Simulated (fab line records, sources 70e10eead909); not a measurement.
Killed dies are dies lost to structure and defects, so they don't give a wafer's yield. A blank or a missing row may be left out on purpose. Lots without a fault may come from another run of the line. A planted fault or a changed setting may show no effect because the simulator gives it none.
Chamber matching | flow nand_harc | NHARC_A_STAIRCASE_CMP_152 on cmp-01: 4 sister chambers
The step polishes. 20 wafers are shown with their chamber, then 10 later ones without.

WAFERS WITH THEIR CHAMBER
wafer  | chamber | motor_current_A (A) | slurry_filter_dp_kPa (kPa)
L076.2 | 0       | 11.1                | 13.41
L076.4 | 2       | 9.6                 | 13.54
L076.5 | 1       | 13.5                | 13.40
L080.2 | 0       | 10.9                | 13.70
L080.5 | 2       | 10.4                | 13.43
L080.6 | 1       | 13.7                | 13.34
L081.3 | 1       | 13.3                | 13.46
L081.4 | 3       | 12.3                | 13.34
L081.5 | 1       | 13.1                | 13.65
L085.3 | 1       | 13.3                | 13.49
L085.5 | 0       | 10.9                | 13.55
L085.6 | 1       | 13.3                | 13.23
L086.1 | 3       | 13.0                | 13.47
L086.3 | 1       | 13.1                | 13.70
L086.6 | 1       | 12.9                | 13.52
L090.2 | 2       | 9.4                 | 13.43
L090.4 | 0       | 11.0                | 13.42
L090.6 | 2       | 9.5                 | 13.46
L091.2 | 1       | 13.6                | 13.53
L091.4 | 2       | 9.8                 | 13.66

SIGNATURES (means of the wafers above)
reading              | chamber 0 | chamber 1 | chamber 2 | chamber 3 | scatter within a chamber
motor_current_A      | 10.975    | 13.311    | 9.740     | 12.650    | 0.299
slurry_filter_dp_kPa | 13.5200   | 13.4800   | 13.5040   | 13.4050   | 0.131
Rule: a wafer's distance from a chamber is the root of the sum, over the readings, of the square of ((its reading less the chamber's mean) divided by the reading's scatter). The wafer belongs to the nearest chamber; if the next one is less than 2 further off, it can't be placed. The scatter: the root of (the sum of the squares of (reading less its chamber's mean) over the shown wafers, divided by (wafers less chambers)).

WAFERS WITHOUT THEIR CHAMBER
wafer  | motor_current_A (A) | slurry_filter_dp_kPa (kPa)
L091.6 | 12.9                | 13.64
L093.1 | 11.1                | 13.66
L093.2 | 13.3                | 13.60
L093.6 | 11.8                | 13.40
L096.2 | 12.8                | 13.42
L096.5 | 13.4                | 13.29
L096.6 | 9.7                 | 13.45
L095.2 | 9.6                 | 13.63
L095.3 | 13.5                | 13.42
L095.6 | 13.6                | 13.41

WHICH CHAMBER EACH WENT THROUGH
wafer  | from the rows above     | in truth
L091.6 | can't be placed: 1 or 3 | 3
L093.1 | 0                       | 0
L093.2 | can't be placed: 1 or 3 | 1
L093.6 | can't be placed: 3 or 0 | 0
L096.2 | can't be placed: 3 or 1 | 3
L096.5 | can't be placed: 1 or 3 | 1
L096.6 | 2                       | 2
L095.2 | 2                       | 2
L095.3 | 1                       | 1
L095.6 | 1                       | 1
Placed correctly: 5 of 10. Can't be placed from these rows: 5 (the true chamber is among the candidates in 5). Placed wrongly: 0.
